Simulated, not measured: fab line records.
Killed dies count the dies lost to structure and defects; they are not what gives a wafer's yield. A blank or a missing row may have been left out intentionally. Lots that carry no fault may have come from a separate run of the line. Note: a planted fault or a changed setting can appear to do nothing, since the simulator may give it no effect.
Matching of chambers ; flow nand harc ; NHARC_A_CHANNEL_HOLE_D2_DESCUM_15 on rie diel-05 has 4 sister chambers
The step chemistry O2, time 3 s. 4 wafers are shown with their chamber, then 12 later ones without.

WAFERS PAIRED WITH THEIR CHAMBERS
wafer;chamber;showerhead plenum p Torr (Torr)
L087.6;1;1.90
L089.1;0;1.79
L089.3;3;1.82
L089.4;2;1.94

WAFERS WITHOUT THEIR CHAMBER
wafer;showerhead plenum p Torr (Torr)
L090.2;1.79
L090.3;1.94
L090.6;1.90
L091.2;1.94
L091.3;1.82
L091.6;1.79
L092.1;1.82
L092.5;1.79
L092.6;1.82
L097.2;1.94
L097.4;1.90
L097.5;1.78

EACH ONE'S CHAMBER
wafer;from the rows above;in truth
L090.2;0;0
L090.3;2;2
L090.6;1;1
L091.2;2;2
L091.3;3;3
L091.6;0;0
L092.1;3;3
L092.5;0;0
L092.6;3;3
L097.2;2;2
L097.4;1;1
L097.5;0;0
Placed correctly: 12 of 12. Can't be placed from these rows: 0. 0 placed wrongly.
How it was worked out, from the rows above alone: a wafer's distance from a chamber is the root of the sum, over the readings, of the square of ((its reading less the chamber's mean) divided by the reading's scatter). If the next closest chamber is less than 2 further off than the closest, the wafer can't be placed; otherwise it belongs to the closest. For every chamber, the mean is computed from those of its wafers that are shown. The scatter: with one shown wafer a chamber, the root of the mean of the squares of how far each hidden wafer lies from its nearest shown one.
